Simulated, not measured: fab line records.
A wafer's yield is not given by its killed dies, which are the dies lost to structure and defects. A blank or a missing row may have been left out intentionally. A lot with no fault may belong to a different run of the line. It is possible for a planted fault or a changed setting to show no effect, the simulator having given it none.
Which tool is to blame?    flow nandHarc    Sampling: 15 lots, 45 wafers, 4 of 1302 route steps

== WHAT EACH GAUGE READ, for each wafer ==
NHARC_A_BONDPAD_THK_MEAS_20: measures by xrf. Usual: thkNm 170.2 nm, standard deviation 1.4.
lot   measured      on            thkNm (nm)         flag
L206  day 23 08:24  filmMetro-01  168.3 170.9 169.7  
L207  day 23 18:26  filmMetro-01  171.0 172.7 172.6  
L209  day 24 01:26  filmMetro-02  168.7 168.5 166.5  
L208  day 24 10:33  filmMetro-01  170.3 169.5 169.0  
L215  day 26 21:16  filmMetro-01  399.9 398.6 397.7  OFF
L214  day 27 00:39  filmMetro-02  398.7 401.1 403.1  OFF
L217  day 27 02:50  filmMetro-02  404.7 397.9 404.4  OFF
L219  day 29 12:51  filmMetro-01  171.1 172.2 169.9  
L222  day 29 14:43  filmMetro-02  172.1 168.6 169.9  
L223  day 30 10:52  filmMetro-01  169.2 171.2 171.3  
L225  day 31 00:46  filmMetro-02  168.8 168.2 170.8  
L226  day 31 16:01  filmMetro-02  170.5 172.3 172.0  
L227  day 31 17:44  filmMetro-01  168.3 167.9 171.9  
L228  day 32 13:20  filmMetro-02  169.6 168.3 170.6  
L229  day 33 08:41  filmMetro-01  169.1 168.2 171.2  

NHARC_A_BONDPAD_INSPECT_23. Usual: rawDefectCount 547, standard deviation 130.
lot   measured      on                rawDefectCount  flag
L206  day 23 08:38  defectInspect-01  472 530 547     
L207  day 23 18:38  defectInspect-02  450 395 460     
L209  day 24 01:38  defectInspect-02  515 439 546     
L208  day 24 10:46  defectInspect-02  471 643 605     
L215  day 26 21:28  defectInspect-02  3187 3265 3306  OFF
L214  day 27 00:53  defectInspect-01  3192 3088 3233  OFF
L217  day 27 03:04  defectInspect-01  3260 3148 3266  OFF
L219  day 29 13:04  defectInspect-01  523 529 576     
L222  day 29 14:56  defectInspect-02  615 524 563     
L223  day 30 11:06  defectInspect-01  456 518 459     
L225  day 31 00:58  defectInspect-01  586 489 700     
L226  day 31 16:13  defectInspect-01  499 552 598     
L227  day 31 17:56  defectInspect-02  464 654 603     
L228  day 32 13:32  defectInspect-01  437 562 450     
L229  day 33 08:55  defectInspect-01  598 574 554     

== WHAT TOOL EACH LOT RAN ON (gives the tool, then ch and the chambers of the sampled wafers, and finally the start) ==
lot   NHARC_A_BONDPAD_PVD_17                  NHARC_A_BONDPAD_CMP_19
L206  pvdSputter-01, day 23 08:08 or earlier  cmp-03 ch 0,1,2, day 23 08:08
L207  pvdSputter-02, day 23 18:07 or earlier  cmp-03 ch 1,2,3, day 23 18:07
L209  pvdSputter-03, day 24 01:10 or earlier  cmp-04 ch 0,1,3, day 24 01:10
L208  pvdSputter-01, day 24 10:16 or earlier  cmp-02 ch 0,2,3, day 24 10:16
L215  pvdSputter-03, day 26 20:57 or earlier  cmp-02 ch 0,1, day 26 20:57
L214  pvdSputter-02, day 27 00:22 or earlier  cmp-02 ch 1,2,3, day 27 00:22
L217  pvdSputter-02, day 27 02:31 or earlier  cmp-04 ch 0,1, day 27 02:31
L219  pvdSputter-02, day 29 12:35 or earlier  cmp-04 ch 0,2,3, day 29 12:35
L222  pvdSputter-01, day 29 14:23 or earlier  cmp-03 ch 1,2, day 29 14:23
L223  pvdSputter-01, day 30 10:33 or earlier  cmp-03 ch 0,2,3, day 30 10:33
L225  pvdSputter-03, day 31 00:27 or earlier  cmp-04 ch 1,2,3, day 31 00:27
L226  pvdSputter-02, day 31 15:41 or earlier  cmp-03 ch 1,2,3, day 31 15:41
L227  pvdSputter-03, day 31 17:24 or earlier  cmp-02 ch 0,2,3, day 31 17:24
L228  pvdSputter-01, day 32 13:04 or earlier  cmp-02 ch 0,1,3, day 32 13:04
L229  pvdSputter-03, day 33 08:26 or earlier  cmp-04 ch 0,1,2, day 33 08:26
- NHARC_A_BONDPAD_PVD_17: deposits TaN, target thk 5 nm, time 8.06 s.
- NHARC_A_BONDPAD_CMP_19: polishes, t overpolish 30 s, cu recess touch 16 s, target thk 169.82 nm.

== WHAT THE TOOLS THEMSELVES READ (means of the sampled wafers that have a number; where no wafer has one, the mark that the record gives instead) ==
NHARC_A_BONDPAD_PVD_17. Usual: biasV 168.5 V, standard deviation 1.6; throttleValvePct 29.9 %, standard deviation 1.2.
lot   tool           biasV (V)  throttleValvePct (%)  flag
L206  pvdSputter-01  168.3      29.8                  
L207  pvdSputter-02  169.2      30.8                  
L209  pvdSputter-03  168.8      29.3                  
L208  pvdSputter-01  167.9      30.2                  
L215  pvdSputter-03  168.4      29.4                  
L214  pvdSputter-02  168.9      30.8                  
L217  pvdSputter-02  167.9      31.1                  
L219  pvdSputter-02  167.9      31.3                  
L222  pvdSputter-01  169.7      30.0                  
L223  pvdSputter-01  169.1      30.5                  
L225  pvdSputter-03  169.0      29.4                  
L226  pvdSputter-02  169.1      30.3                  
L227  pvdSputter-03  169.2      29.5                  
L228  pvdSputter-01  168.2      30.0                  
L229  pvdSputter-03  170.6      29.3                  

NHARC_A_BONDPAD_CMP_19. Usual: edgeZonePressureFrac 1.000, standard deviation 0.0052; motorCurrentA 11.6 A, standard deviation 1; overpolishRunS 29.999 s, standard deviation 0.0089.
lot   tool    edgeZonePressureFrac  motorCurrentA (A)  overpolishRunS (s)  flag
L206  cmp-03  1.003                 11.7               30.004              
L207  cmp-03  1.007                 11.0               29.996              
L209  cmp-04  1.000                 11.7               29.995              
L208  cmp-02  1.001                 11.4               29.996              
L215  cmp-02  -                     -                  -                   OFF
L214  cmp-02  -                     -                  -                   OFF
L217  cmp-04  -                     -                  -                   OFF
L219  cmp-04  0.997                 11.6               29.994              
L222  cmp-03  0.998                 11.1               29.990              
L223  cmp-03  0.996                 11.6               29.997              
L225  cmp-04  1.003                 11.6               29.994              
L226  cmp-03  1.002                 10.9               29.998              
L227  cmp-02  0.997                 11.8               29.997              
L228  cmp-02  0.996                 11.9               30.005              
L229  cmp-04  1.005                 12.2               30.002              

== THE ANSWER, worked out from the rows above alone ==
Rule: a lot is off if the mean of its wafers that have a number lies more than 3 standard deviations from the usual mean. A lot without any number at a reading at which 4 lots or more have one is off too. The other lots that the step has rows for count as sound. After the gauges, taken in route order, come the tools' own readings; for these a lot's mean is taken, as printed above. At the first step where some lot is off, the reading lying furthest off is the one used; lots without a number count as furthest.
Off: L215, L214, L217 (NHARC_A_BONDPAD_THK_MEAS_20, thkNm).
A tool fits if, at a process step before that reading, it ran every lot that is off, and no sound lot after the first of them. The gauges at NHARC_A_BONDPAD_THK_MEAS_20 aren't tried: what is off there is off at NHARC_A_BONDPAD_INSPECT_23 too, on other tools, and a gauge's error can't cause that. NHARC_A_BONDPAD_PVD_17 gives no start for some lots, so the hours and the order of its lots are those of NHARC_A_BONDPAD_CMP_19. No candidate that was tried fits.

== WHAT THE SIMULATOR HAD PUT IN ==
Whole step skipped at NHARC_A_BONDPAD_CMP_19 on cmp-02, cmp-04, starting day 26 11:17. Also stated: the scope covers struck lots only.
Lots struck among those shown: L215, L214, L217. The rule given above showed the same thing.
